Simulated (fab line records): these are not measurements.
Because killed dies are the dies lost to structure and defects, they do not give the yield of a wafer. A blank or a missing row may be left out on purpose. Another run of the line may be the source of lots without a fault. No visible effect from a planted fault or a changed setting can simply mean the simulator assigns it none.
fab line records ; flow n5_finfet
[record] lots = 10; wafers = 29; last_day = 17
route steps=1938 shown BEOL_M12@1653 BEOL_M13@1660
lots with no fault: from the same line, run without faults
start_h: hours from the record's first day to the start of the lot's first wafer shown ; wait_h: time in hours since the lot's previous step ; " the same as in the row above ; L1.1+2: several wafers, shown together as one row ; - no value, or no start was given ; * or withheld: withheld ; < > ~ a bound
route shown NAME@n: NAME is a module with steps in the file, n the number in the route of the first one ; usual: mean/standard deviation taken from wafers without a fault ; same: alike in all rows ; chamber/n: place in a boat ; sites: the reading at each site ; _std_site: standard deviation across them ; _edge_site: inner sites' mean taken away from outer sites' mean ; radius_mm: how far each site lies from the wafer's centre ; mask NAME#n: copy n ; behind: the most recent tool/chamber to have shaped the wafer ; hold: reason for holding the lot/hours on hold/outcome of the hold ; device: names the non-switching transistor (n, p or np) ; end of line: tests of these same wafers at the route's end ; a step with no rows: only its recipe ; killed: dies lost to structure and defects at the first sort, not the wafer's yield ; map: a wafer's dies, x killed, . not, _ none there
set.NAME: setting as actually run; set.NAME@STEP: the setting as run at that earlier step ; model.NAME: the simulator's own value behind a step, which no gauge read
route steps across a sampled set of lots; one table per step, one row per wafer
services: the hour from which a tool's chamber was out of use, counted from the record's first day as start_h (under 0 if before that day), plus the number of hours and why
[[steps]]
[step N5_BEOL_M12_CMP_49]
[recipe] stop_on = SiOC; t_overpolish_s = 20.6; down_force_psi = 1; platen_rpm = 50; clearing_platen_down_force_psi = 1.5; clearing_platen_rpm = 50; post_cmp_clean = cu_alkaline; target_thk_nm = 320; clearing_platen_pad_velocity_m_s = 0.99484; pad_velocity_m_s = 0.99484
[usual] barrier_field_endpoint_s = 30.4/0.84; clearing_platen_down_force_psi = 1.4999/0.0027; motor_current_A = 5.9/0.61; overpolish_run_s = 20.600/0.0089; platen_rpm = 50.00/0.032; slurry_flow_ml_min = 150.1/0.48
lot.wafer;tool;chamber;start_h;wait_h;barrier_field_endpoint_s;clearing_platen_down_force_psi;motor_current_A;overpolish_run_s;platen_rpm;slurry_flow_ml_min
L208.4;cmp-03;3;228.48;0.2;29.7;1.4997;6.8;20.612;49.97;150.6
L208.1;cmp-03;0;228.48;0.2;28.9;1.4990;5.2;20.596;49.94;150.5
L208.6;cmp-03;3;228.48;0.2;29.7;1.4994;6.9;20.587;50.00;150.8
L215.2;cmp-03;1;285.97;0.3;29.7;1.4976;6.7;20.601;49.96;149.7
L215.4;cmp-03;2;285.97;0.3;30.9;1.4991;5.2;20.590;50.02;149.4
L215.5;cmp-03;3;285.97;0.3;30.6;1.4963;6.8;20.602;50.01;148.1
L217.2;cmp-04;1;294.44;0.3;30.5;1.4989;5.9;20.598;49.95;150.1
L217.5;cmp-04;2;294.44;0.3;28.9;1.4979;5.9;20.610;50.02;149.9
L217.6;cmp-04;3;294.44;0.3;28.9;1.5004;6.7;20.577;50.01;150.0
L221.1;cmp-03;1;318.54;0.3;29.9;1.5048;5.6;20.610;50.00;150.8
L221.4;cmp-03;2;318.54;0.3;30.1;1.4968;5.5;20.593;50.03;150.1
L221.6;cmp-03;1;318.54;0.3;30.2;1.4989;6.2;20.600;49.97;150.3
L222.2;cmp-01;1;330.76;0.2;29.9;1.4983;5.6;20.604;49.93;149.6
L222.3;cmp-01;3;330.76;0.2;30.4;1.5033;5.6;20.610;50.04;150.2
L222.4;cmp-01;0;330.76;0.2;30.6;1.5030;6.2;20.590;50.02;149.3
L223.2;cmp-04;1;333.30;0.3;30.6;1.4971;5.7;20.601;50.00;151.0
L223.4;cmp-04;2;333.30;0.3;29.6;1.4984;5.9;20.604;50.01;149.8
L223.6;cmp-04;3;333.30;0.3;29.0;1.5017;6.5;20.593;50.02;150.3
L228.1;cmp-04;2;360.59;0.3;30.6;1.4998;6.0;20.604;50.01;150.2
L228.3;cmp-04;1;360.59;0.3;32.7;1.4968;6.1;20.594;50.09;150.0
L228.5;cmp-04;2;360.59;0.3;30.6;1.4975;5.7;20.611;50.00;149.6
L229.5;cmp-03;3;360.72;0.2;31.5;1.5017;6.5;20.601;50.00;149.9
L229.6;cmp-03;0;360.72;0.2;30.7;1.5002;5.1;20.598;49.99;150.2
L231.4;cmp-04;3;366.41;0.2;30.2;1.4981;6.6;20.581;49.97;150.9
L231.5;cmp-04;1;366.41;0.2;32.2;1.4962;6.1;20.606;49.99;150.1
L231.6;cmp-04;2;366.41;0.2;30.8;1.4995;6.2;20.585;50.02;150.2
L230.4;cmp-03;1;366.92;0.1;31.3;1.4978;6.2;20.586;50.01;149.8
L230.1;cmp-03;2;366.92;0.1;31.6;1.5018;5.3;20.576;50.00;150.5
L230.6;cmp-03;2;366.92;0.1;30.6;1.5020;5.3;20.587;49.99;150.8
[step N5_BEOL_M13_THK_MEAS_01]
[recipe] reads = SiOC_of_BEOL_M13_ILD_DEP_00
[usual] M13_ILD_THK = 840/11
lot.wafer;tool;chamber;start_h;wait_h;M13_ILD_THK[nm]
L208.1;film_metro-02;-;229.10;0.1;839
L208.4;film_metro-02;-;229.10;0.1;857
L208.6;film_metro-02;-;229.10;0.1;865
L215.2;film_metro-01;-;286.53;0.1;820
L215.4;film_metro-01;-;286.53;0.1;838
L215.5;film_metro-01;-;286.53;0.1;830
L217.2;film_metro-01;-;294.96;0.1;828
L217.5;film_metro-01;-;294.96;0.1;834
L217.6;film_metro-01;-;294.96;0.1;844
L221.1;film_metro-02;-;319.17;0.1;818
L221.4;film_metro-02;-;319.17;0.1;832
L221.6;film_metro-02;-;319.17;0.1;837
L222.2;film_metro-01;-;331.39;0.1;843
L222.3;film_metro-01;-;331.39;0.1;840
L222.4;film_metro-01;-;331.39;0.1;857
L223.2;film_metro-02;-;333.86;0.1;838
L223.4;film_metro-02;-;333.86;0.1;854
L223.6;film_metro-02;-;333.86;0.1;858
L229.5;film_metro-02;-;361.21;0.0;859
L229.6;film_metro-02;-;361.21;0.0;850
L228.1;film_metro-01;-;361.23;0.1;843
L228.3;film_metro-01;-;361.23;0.1;837
L228.5;film_metro-01;-;361.23;0.1;851
L231.4;film_metro-01;-;366.97;0.0;851
L231.5;film_metro-01;-;366.97;0.0;846
L231.6;film_metro-01;-;366.97;0.0;853
L230.1;film_metro-01;-;367.56;0.1;849
L230.4;film_metro-01;-;367.56;0.1;851
L230.6;film_metro-01;-;367.56;0.1;868
[step N5_BEOL_M13_OVL_MEAS_11]
[recipe] points_per_wafer = 44
[usual] V12_OVL = 1/7.7
lot.wafer;tool;chamber;start_h;wait_h;V12_OVL[nm]
L208.1;overlay-02;0;229.43;0.0;15
L208.4;overlay-02;0;229.43;0.0;8
L208.6;overlay-02;0;229.43;0.0;9
L215.2;overlay-01;0;286.99;0.0;9
L215.4;overlay-01;0;286.99;0.0;6
L215.5;overlay-01;0;286.99;0.0;-4
L217.2;overlay-01;0;295.29;0.0;-3
L217.5;overlay-01;0;295.29;0.0;10
L217.6;overlay-01;0;295.29;0.0;0
L221.1;overlay-01;0;319.63;0.0;2
L221.4;overlay-01;0;319.63;0.0;4
L221.6;overlay-01;0;319.63;0.0;0
L222.2;overlay-02;0;331.85;0.0;9
L222.3;overlay-02;0;331.85;0.0;6
L222.4;overlay-02;0;331.85;0.0;9
L223.2;overlay-02;0;334.32;0.0;-4
L223.4;overlay-02;0;334.32;0.0;-11
L223.6;overlay-02;0;334.32;0.0;1
L229.5;overlay-01;0;361.67;0.0;-15
L229.6;overlay-01;0;361.67;0.0;-8
L228.1;overlay-02;0;361.82;0.0;9
L228.3;overlay-02;0;361.82;0.0;-3
L228.5;overlay-02;0;361.82;0.0;1
L231.4;overlay-01;0;367.30;0.0;-13
L231.5;overlay-01;0;367.30;0.0;-3
L231.6;overlay-01;0;367.30;0.0;-7
L230.1;overlay-01;0;367.89;0.0;-12
L230.4;overlay-01;0;367.89;0.0;-8
L230.6;overlay-01;0;367.89;0.0;-10
[step N5_BEOL_M13_ETCH_59]
[recipe] chemistry = N2/H2; target = BARC; target_depth_a = 890; overetch_a = 267; time_s = 67.9; ion_energy_ev = 200; pressure_mtorr = 30; source_w = 840; bias_w = 150; n2_flow_sccm = 200; h2_flow_sccm = 200
[usual] bias_w = 150.0/0.44; chamber_pressure_mTorr = 30.01/0.032; drypump_motor_current_A = 5.6/0.39; n2_flow_sccm = 200.0/0.63; oes_product_au = 0.67/0.067; rf_vpp_V = 523.2/3; showerhead_plenum_p_Torr = 2.52/0.11; throttle_valve_pct = 17.85/0.28
lot.wafer;tool;chamber;start_h;wait_h;bias_w;chamber_pressure_mTorr;drypump_motor_current_A;n2_flow_sccm;oes_product_au;rf_hours_counter_h;rf_vpp_V;showerhead_plenum_p_Torr;throttle_valve_pct
L208.1;rie_diel-03;0;229.52;0.0;150.0;29.99;5.9;200.4;0.66;137;520.8;2.42;17.60
L208.4;rie_diel-03;3;229.52;0.0;149.4;29.97;5.4;200.1;0.62;155;523.9;2.53;17.52
L208.6;rie_diel-03;1;229.52;0.0;150.0;30.02;5.0;200.0;0.61;-;520.5;2.41;17.93
L215.2;rie_diel-05;0;287.14;0.0;149.8;30.02;5.4;200.0;0.61;194;521.5;2.44;18.31
L215.4;rie_diel-05;1;287.14;0.0;149.8;30.03;6.1;200.1;0.74;30;526.9;2.71;17.63
L215.5;rie_diel-05;1;287.14;0.0;149.6;30.02;6.1;200.1;0.74;-;528.9;2.71;17.65
L217.2;rie_diel-05;2;295.89;0.0;150.0;30.00;5.3;200.6;0.79;15;525.0;2.60;18.03
L217.5;rie_diel-05;2;295.89;0.0;149.9;29.99;5.3;200.4;0.79;-;524.3;2.60;18.04
L217.6;rie_diel-05;1;295.89;0.0;149.4;29.96;6.2;199.7;0.74;-;529.9;2.71;17.64
L221.1;rie_diel-02;1;319.72;0.0;-;-;-;-;-;-;-;-;-
L221.4;rie_diel-02;0;319.72;0.0;-;-;-;-;-;-;-;-;-
L221.6;rie_diel-02;1;319.72;0.0;-;-;-;-;-;-;-;-;-
L222.2;rie_diel-05;0;331.97;0.0;-;-;-;-;-;-;-;-;-
L222.3;rie_diel-05;2;331.97;0.0;-;-;-;-;-;-;-;-;-
L222.4;rie_diel-05;1;331.97;0.0;-;-;-;-;-;-;-;-;-
L223.2;rie_diel-05;1;334.55;0.0;-;-;-;-;-;-;-;-;-
L223.4;rie_diel-05;2;334.55;0.0;-;-;-;-;-;-;-;-;-
L223.6;rie_diel-05;3;334.55;0.0;-;-;-;-;-;-;-;-;-
L229.5;rie_diel-03;3;362.32;0.0;149.8;29.99;5.5;199.7;0.60;-;522.0;2.51;17.57
L229.6;rie_diel-03;0;362.32;0.0;150.4;30.04;5.9;200.5;0.63;-;519.8;2.40;17.71
L228.1;rie_diel-05;2;362.57;0.0;150.2;30.00;5.3;200.5;0.75;35;524.7;2.59;18.05
L228.3;rie_diel-05;1;362.57;0.0;150.4;30.01;6.1;200.0;0.71;52;527.8;2.70;17.69
L228.5;rie_diel-05;3;362.57;0.0;149.5;30.01;5.7;199.5;0.59;-;521.1;2.40;18.13
L231.4;rie_diel-05;2;367.46;0.0;149.8;30.01;5.3;199.9;0.75;37;524.6;2.59;18.08
L231.5;rie_diel-05;0;367.46;0.0;150.4;30.01;5.5;199.7;0.59;-;520.6;2.43;18.33
L231.6;rie_diel-05;1;367.46;0.0;150.1;30.00;6.2;199.4;0.72;-;528.3;2.70;17.70
L230.1;rie_diel-02;3;367.98;0.0;150.0;30.01;6.2;200.9;0.73;48;528.9;2.69;17.92
L230.4;rie_diel-02;2;367.98;0.0;149.8;30.00;5.6;200.4;0.69;72;521.6;2.47;17.67
L230.6;rie_diel-02;0;367.98;0.0;150.4;29.98;5.3;199.9;0.67;-;523.5;2.56;17.79
[step N5_BEOL_M13_STRIP_63]
[recipe] chemistry = N2/H2; power_w = 1000; temp_c = 250; h2_frac = 0.65; overash_fraction = 0.3; pressure_mtorr = 1000; n2_flow_sccm = 1750; h2_flow_sccm = 3250
[usual] drypump_motor_current_A = 5.5/0.58; heater_power_w = 308/9.3; n2_flow_sccm = 1749/5.2; oes_product_au = 0.674/0.0044; strip_time_to_endpoint_s = 27.8/1.1
lot.wafer;tool;chamber;start_h;wait_h;drypump_motor_current_A;heater_power_w;n2_flow_sccm;oes_product_au;rf_hours_counter_h;strip_time_to_endpoint_s
L208.1;plasma_asher-01;0;229.81;-;5.2;317;1755;0.672;114;26.9
L208.4;plasma_asher-01;0;229.81;-;5.2;322;1747;0.677;-;27.0
L208.6;plasma_asher-01;1;229.81;-;5.4;296;1745;0.668;-;25.8
L215.2;plasma_asher-02;0;287.43;-;5.0;310;1747;0.678;82;30.1
L215.4;plasma_asher-02;0;287.43;-;5.0;314;1758;0.669;-;27.2
L215.5;plasma_asher-02;0;287.43;-;5.0;309;1752;0.678;-;28.3
L217.2;plasma_asher-02;0;296.18;-;5.0;312;1737;0.673;85;28.8
L217.5;plasma_asher-02;0;296.18;-;5.0;303;1752;0.676;-;27.9
L217.6;plasma_asher-02;1;296.18;-;6.3;302;1758;0.665;-;26.4
L221.1;plasma_asher-02;1;320.01;-;6.3;308;1739;0.692;91;47.5
L221.4;plasma_asher-02;0;320.01;-;5.0;314;1747;0.695;-;46.3
L221.6;plasma_asher-02;0;320.01;-;5.0;304;1749;0.694;-;45.6
L222.2;plasma_asher-02;0;332.26;-;5.0;312;1744;0.694;92;45.2
L222.3;plasma_asher-02;1;332.26;-;6.3;307;1748;0.694;-;44.7
L222.4;plasma_asher-02;0;332.26;-;5.0;308;1748;0.691;-;43.9
L223.2;plasma_asher-01;1;334.84;-;5.4;290;1749;0.698;133;46.1
L223.4;plasma_asher-01;0;334.84;-;5.2;312;1747;0.693;-;44.4
L223.6;plasma_asher-01;0;334.84;-;5.2;318;1740;0.699;-;44.4
L229.5;plasma_asher-02;1;362.62;-;6.3;299;1749;0.675;-;26.9
L229.6;plasma_asher-02;0;362.62;-;5.0;310;1747;0.670;-;26.2
L228.1;plasma_asher-01;1;362.87;-;5.4;295;1751;0.669;139;27.1
L228.3;plasma_asher-01;0;362.87;-;5.2;317;1747;0.677;-;27.6
L228.5;plasma_asher-01;0;362.87;-;5.2;321;1750;0.672;-;27.9
L231.4;plasma_asher-01;0;367.77;-;5.2;308;1745;0.666;-;26.7
L231.5;plasma_asher-01;1;367.77;-;5.4;286;1747;0.679;-;27.8
L231.6;plasma_asher-01;0;367.77;-;5.2;310;1745;0.674;-;26.1
L230.1;plasma_asher-02;0;368.28;-;5.0;314;1757;0.667;101;27.4
L230.4;plasma_asher-02;1;368.28;-;6.4;305;1757;0.672;-;26.0
L230.6;plasma_asher-02;1;368.28;-;6.3;311;1746;0.670;-;25.3
[[services]]
tool;chamber;start_h;hours;kind
plasma_asher-01;-;209.03;3.1;repair
cmp-01;-;215.29;4.0;pm
rie_diel-02;2;216.74;15.8;repair
rie_diel-05;2;231.02;-;clean
rie_diel-05;2;231.02;-;consumable_replace:focus_ring
rie_diel-05;2;231.02;16.6;scheduled_down
cmp-01;-;239.60;2.1;repair
rie_diel-02;2;241.45;6.8;repair
cmp-01;-;246.61;1.4;repair
cmp-03;-;253.60;5.8;pm
rie_diel-03;3;260.48;12.1;repair
cmp-01;-;266.43;3.2;repair
cmp-04;-;280.34;6.0;pm
cmp-01;-;286.40;0.7;repair
plasma_asher-01;-;298.19;0.5;repair
rie_diel-05;-;307.04;2.8;pm
rie_diel-02;2;307.05;32.1;repair
cmp-03;-;322.79;6.9;repair
plasma_asher-02;-;335.47;2.3;repair
cmp-01;-;344.18;1.8;repair
rie_diel-03;-;346.12;0.7;repair
plasma_asher-01;-;347.18;1.2;repair
cmp-03;-;353.95;4.0;pm
cmp-03;-;359.83;0.3;repair
[[key]]
[first_sign] step = N5_BEOL_M13_ETCH_59; reading = tool_record; direction = missing
[effect] step = N5_BEOL_M13_STRIP_63; reading = strip_time_to_endpoint_s; direction = up; sigmas = 15; usual = *; struck = *
met_at N5_BEOL_M13_ETCH_59
struck_lots L221,L222,L223
not_acting_at N5_BEOL_M12_CMP_49,N5_BEOL_M13_THK_MEAS_01,N5_BEOL_M13_OVL_MEAS_11
onset_between 295.89 319.72
[fault] kind = skipped_step_whole; tool = rie_diel-02,rie_diel-05; chamber = -; onset_h = 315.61; steps = N5_BEOL_M13_ETCH_59; scope = struck_lots_only
